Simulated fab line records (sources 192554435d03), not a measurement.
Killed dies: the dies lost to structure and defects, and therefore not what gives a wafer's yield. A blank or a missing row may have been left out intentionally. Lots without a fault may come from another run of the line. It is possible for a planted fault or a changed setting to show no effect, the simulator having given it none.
Struck lot and sound lot, side by side || flow n5-finfet || 37 out of 1938 route steps
Sound: these wafers, L963.2, L963.3, L963.4. Struck: wafer L958.6 (L958.3, L958.5, from the same lot, were not struck and are left out); the cause is given at the end.
For every step that has rows: the tool of each side, followed by ch and its chambers, followed by its first start. Under that, the readings that differ: sound wafers || struck wafers || difference of the means || sigmas: that difference in standard deviations of wafers without a fault.
alike: readings whose means differ by less than 2 such deviations, and words and numbers that are the same on both sides. not compared: withheld readings, readings that some wafer has no value for, bounds like >300 that may hide the same value, and numbers for which the record gives no deviation and whose values overlap.
A row with sigmas, a row that says differs or no value, or rows on one side alone: a step with any of these is where the two part. Numbers that have no deviation but don't overlap get no sigmas and don't part them. Lack of a reading on every wafer of one side parts them only where that side has two or more wafers.

first, 10 steps without rows for these wafers: N5_DUMMY_GATE_ETCH_44 (etches poly-Si in HBr/O2, stops on SiO2, target depth 127.5 nm); N5_DUMMY_GATE_ETCH_42 (etches SiO2 in CHF3/O2, target depth 3.5 nm, time 31 s); N5_DUMMY_GATE_STRIP_48 (strips in N2/H2, time 20 s); N5_DUMMY_GATE_PRECLEAN_33 (cleans in dHF, time 10 s); N5_DUMMY_GATE_PRECLEAN_25 (cleans in O3/DIW, time 45 s); N5_DUMMY_GATE_PRECLEAN_51 (cleans in SC2, time 45 s); N5_DUMMY_GATE_SRD_26 (time 30 s); N5_DUMMY_GATE_UV_OZONE_45 (time 120 s); N5_SPACER0_ALD_07 (deposits SiNx, target thk 2 nm); N5_SPACER0_ALD_00 (deposits SiOCN, target thk 3.5 nm, pulse time 3 s, purge time 2 s).
N5_SPACER0_ALD_08: deposits SiNx, target thk 2 nm.
  sound on ald-sin-04 ch 1,2,3, day 8 18:19; struck on ald-sin-03 ch 3, day 7 13:49
{"reading": "model.SiNx_of_SPACER0_ALD_08.thk-nm (nm)", "sound": "2 2 2", "struck": 0.8, "difference": -1.2, "sigmas": ""}
  alike: heater-power-w
then, 18 steps without rows for these wafers: N5_SD_EPI_N_COAT_32 (time 60 s, resist thk 350 nm); N5_SD_EPI_N_COAT_33 (time 60 s, resist thk 35 nm); N5_SD_EPI_N_COAT_03 (resist thk 150 nm); N5_SD_EPI_N_EBR_05; N5_SD_EPI_N_SOFTBAKE_04 (time 60 s); N5_SD_EPI_N_EXPOSE_06 (exposes mask SD N BLK, target cd 120 nm); N5_SD_EPI_N_PEB_07 (peb time 60 s); N5_SD_EPI_N_DEVELOP_08 (develop time 30 s); N5_SD_EPI_N_DESCUM_14 (chemistry O2, time 7.9 s); N5_SD_EPI_N_ETCH_34 (etches SiARC in CF4, target depth 45.5 nm, time 75.8 s); N5_SD_EPI_N_ETCH_35 (etches SOC in N2/H2, overetch 108 nm, time 486 s); N5_SD_EPI_N_STRIP_36 (strips in N2/H2); N5_SD_EPI_N_ETCHBACK_44 (etches SiNx in CH3F/O2, stops on SiO2, target depth 14.5 nm); N5_SD_EPI_N_ETCH_45 (etches SiOCN in CH3F/O2, target depth 6 nm); N5_SD_EPI_N_ETCH_16 (etches SiO2 in CHF3/O2, target depth 5 nm); N5_SD_EPI_N_STRIP_47 (strips in CHF3/O2); N5_SD_EPI_N_SD_RECESS_17 (chemistry HBr/Cl2/O2, target depth 41 nm, time 23.7 s, bt time 3 s); N5_SD_EPI_N_STRIP_38 (strips in N2/H2).
N5_SD_EPI_N_WET_ETCH_43: etches SiO2 in dHF, time 14 s, target depth 1.5 nm.
  sound on wet-bench-03 ch 0,4,5, day 8 19:49; struck on wet-bench-03 ch 1, day 7 15:19
{"reading": "model.SiNx_of_SPACER0_ALD_08.thk-nm (nm)", "sound": "1.6 1.6 1.6", "struck": 0.4, "difference": -1.2, "sigmas": ""}
  alike: temp-c
then, 5 steps without rows for these wafers: N5_SD_EPI_N_STRIP_18 (strips in SPM, time 750 s); N5_SD_EPI_N_SRD_20 (time 30 s); N5_SD_EPI_N_PRECLEAN_48 (cleans in NF3:NH3, afs cycles 2, time 20 s, sublimation time 60 s); N5_SD_EPI_N_VAPOR_ETCH_50 (etches Si in HCl, time 54 s); N5_SD_EPI_N_EPI_21 (deposits Si:P, time 690 s).
-- here the record skips 8 days between the struck wafers' starts before and after, leaving off in module SD_EPI_N and picking up in module BEOL_M4 (first step shown: number 1111 of the route) --
N5_BEOL_M4_RC_MEAS_101:
  sound on prober-02 ch 0, day 15 11:11; struck on prober-02 ch 0, day 15 03:44
{"reading": "DIBL_N (mV/V)", "sound": "34.4 40.2 36.7", "struck": 44.9, "difference": "+7.8", "sigmas": "+5"}
{"reading": "DIBL_P (mV/V)", "sound": "35.4 41.1 37.8", "struck": 43.1, "difference": "+5.0", "sigmas": "+3"}
{"reading": "IOFF_N (nA/um)", "sound": "0.131 0.244 0.166", "struck": 0.368, "difference": "+0.188", "sigmas": "+7"}
{"reading": "IOFF_N_85C (nA/um)", "sound": "2.6 4.3 3.2", "struck": 6.2, "difference": "+2.8", "sigmas": "+6"}
{"reading": "IOFF_N_LIN (nA/um)", "sound": "0.064 0.100 0.075", "struck": 0.145, "difference": "+0.065", "sigmas": "+7"}
{"reading": "IOFF_P (nA/um)", "sound": "0.19 0.28 0.23", "struck": 0.48, "difference": "+0.25", "sigmas": "+7"}
{"reading": "IOFF_P_85C (nA/um)", "sound": "3.5 4.6 4.0", "struck": 7.4, "difference": "+3.4", "sigmas": "+6"}
{"reading": "IOFF_P_LIN (nA/um)", "sound": "0.095 0.118 0.106", "struck": 0.202, "difference": "+0.096", "sigmas": "+7"}
{"reading": "ION_N (uA/um)", "sound": "682 697 670", "struck": 731, "difference": "+48", "sigmas": "+4"}
{"reading": "ION_P (uA/um)", "sound": "469 463 461", "struck": 504, "difference": "+40", "sigmas": "+5"}
{"reading": "REXT_N (ohm.um)", "sound": "75.2 76.1 76.4", "struck": 65.0, "difference": -10.9, "sigmas": -7}
{"reading": "REXT_P (ohm.um)", "sound": "92.4 95.9 95.3", "struck": 87.1, "difference": -7.4, "sigmas": -3}
{"reading": "SS_N (mV/dec)", "sound": "70.7 72.4 72.1", "struck": 74.0, "difference": "+2.3", "sigmas": "+4"}
{"reading": "VT_N (mV)", "sound": "252.0 245.3 249.8", "struck": 234.7, "difference": -14.3, "sigmas": -5}
{"reading": "VT_N_LVT (mV)", "sound": "103.0 95.4 100.2", "struck": 84.6, "difference": -14.9, "sigmas": -5}
{"reading": "VT_P (mV)", "sound": "-249 -248 -246", "struck": -237, "difference": "+11", "sigmas": "+3"}
{"reading": "VT_P_LVT (mV)", "sound": "-101 -98 -99", "struck": -82, "difference": "+17", "sigmas": "+6"}
  alike: SS_P
-- a jump in the record: the struck wafers' starts before and after are 5 days apart (it breaks off in module BEOL_M4 and resumes in module PASSIVATION, where the first step shown is number 1936 of the route) --
N5_PASSIVATION_PROBE_49:
  rows exist in the record for the struck wafers here (prober-02, day 20 05:44), but not for the sound ones

## WHERE THEY PART
At N5_BEOL_M4_RC_MEAS_101 first; at N5_PASSIVATION_PROBE_49 last (within this record only).

WHY: whatever the simulator had introduced
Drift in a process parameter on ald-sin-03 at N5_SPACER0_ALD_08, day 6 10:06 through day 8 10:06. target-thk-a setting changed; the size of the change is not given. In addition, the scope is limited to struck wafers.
